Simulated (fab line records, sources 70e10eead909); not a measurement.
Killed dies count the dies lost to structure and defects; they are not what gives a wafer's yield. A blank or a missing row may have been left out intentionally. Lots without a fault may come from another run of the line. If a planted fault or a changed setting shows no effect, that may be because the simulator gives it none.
Comparing a struck lot with a sound one	flow nand_harc	13 steps out of a route of 1159
Sound: wafers L692.1, L692.2, L692.5. Wafers struck: L691.2, L691.4, L691.5. The cause is named last.
Per side, at each step with rows, come the tool, then ch with its chambers, and then its first start. Under that, the readings that differ: sound wafers	struck wafers	difference of the means	sigmas: that difference in standard deviations of wafers without a fault.
alike: same words and numbers on both sides, and readings whose means sit less than 2 such deviations apart. not compared: any withheld reading, any reading some wafer has no value for, any bound like >300 that may hide the same value, and any number with overlapping values for which the record gives no deviation.
A row with sigmas, a row that says differs or no value, or rows on one side alone: a step with any of these is where the two part. Non-overlapping numbers with no deviation appear without sigmas and do not part them. A reading that every wafer of one side lacks parts them only if that side has two wafers or more.

first, 1 step without rows for these wafers: NHARC_P_M0_SRD_25.
NHARC_P_M0_INSPECT_27:
  sound: defect_inspect-02 at day 10 09:15; struck: defect_inspect-01 at day 10 01:24
  alike: raw_defect_count
NHARC_P_M0_PRE_CLEAN_31: time 12 s.
  sound on pecvd-04 ch 1,2, day 10 09:19; struck on pecvd-01 ch 0,1,2, day 10 01:28
  alike: heater_power_w
NHARC_P_M0_DEP_32: deposits SiCN, target thk 30 nm.
  sound on pecvd-04 ch 1,2, day 10 09:24; struck on pecvd-01 ch 0,1,2, day 10 01:32
  alike: heater_power_w
then, 7 steps without rows for these wafers: NHARC_P_M1_DEP_00 (deposits SiOC, target thk 182.5 nm); NHARC_P_M1_DEHYDRATE_01 (time 120 s); NHARC_P_M1_HMDS_02 (time 30 s); NHARC_P_M1_COAT_34 (time 65 s); NHARC_P_M1_COAT_03 (resist thk 90 nm); NHARC_P_M1_SOFTBAKE_04 (time 55 s); NHARC_P_M1_EBR_05.
NHARC_P_M1_EXPOSE_06: exposes mask P M1, target cd 130 nm.
  sound on arfi_scanner-02 ch 0, day 10 10:33; struck on arfi_scanner-02, day 10 02:40
  no value came back on the struck wafers for exposure_dose_mJ_cm2, focus_offset_nm (nm); on the sound wafers exposure_dose_mJ_cm2 reads 81.78 81.95 81.70
  alike: mask
then, 1 step without rows for these wafers: NHARC_P_M1_PEB_07 (peb time 65 s).

## WHERE THEY PART
NHARC_P_M1_EXPOSE_06 only, going by this record.

WHY: what had been put in by the simulator
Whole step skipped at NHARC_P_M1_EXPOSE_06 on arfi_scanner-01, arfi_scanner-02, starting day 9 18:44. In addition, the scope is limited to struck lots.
